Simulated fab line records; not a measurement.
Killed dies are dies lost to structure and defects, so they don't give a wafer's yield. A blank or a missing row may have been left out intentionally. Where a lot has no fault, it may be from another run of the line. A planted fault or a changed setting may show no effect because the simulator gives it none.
Chamber matching    flow nandHarc    4 sister chambers for NHARC_A_BLC_STRIP_29 on rieDiel-04
The step strips in CF4. 7 wafers are shown with their chamber, then 10 later ones without.

== WAFERS PAIRED WITH THEIR CHAMBERS ==
wafer   chamber  oesProductAu (a.u.)  throttleValvePct (%)
L079.1  1        1.012                13.299
L080.6  3        1.001                13.287
L081.4  3        1.013                13.285
L082.4  0        0.987                13.282
L082.6  2        0.992                13.292
L084.2  2        0.986                13.284
L084.4  0        0.977                13.284

== WAFERS WHOSE CHAMBER IS MISSING ==
wafer   oesProductAu (a.u.)  throttleValvePct (%)
L084.5  1.008                13.279
L090.1  0.993                13.270
L090.5  1.002                13.293
L090.6  0.990                13.290
L095.2  1.014                13.264
L095.3  0.993                13.279
L095.6  1.000                13.291
L096.2  1.017                13.281
L096.4  1.006                13.271
L096.5  0.987                13.277

== EACH ONE'S CHAMBER ==
wafer    from the rows above                 in truth
L084.5   can't be placed: 3 or 2 or 0        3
L090.1   can't be placed: 0 or 3 or 2        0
L090.5   can't be placed: 3 or 1 or 2 or 0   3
L090.6   can't be placed: 2 or 0             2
L095.2   can't be placed: 3 or 0 or 2        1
L095.3   can't be placed: 0 or 2 or 3        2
L095.6   can't be placed: 3 or 2 or 1 or 0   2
L096.2   3                                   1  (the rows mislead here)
L096.4   can't be placed: 3 or 0 or 2        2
L096.5   can't be placed: 0 or 2             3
0 of 10 placed correctly. These rows do not allow placing 9 (true chamber among the candidates in 7). Wrongly placed: 1.
How it was worked out, from the rows above alone: a wafer's distance from a chamber is the root of the sum, over the readings, of the square of ((its reading less the chamber's mean) divided by the reading's scatter). The wafer belongs to the nearest chamber; if the next one is less than 2 further off, it can't be placed. A chamber's mean is the mean of its shown wafers. The scatter: take each reading less its chamber's mean, square it, sum over the shown wafers, divide by the number of wafers less the number of chambers, and take the root.
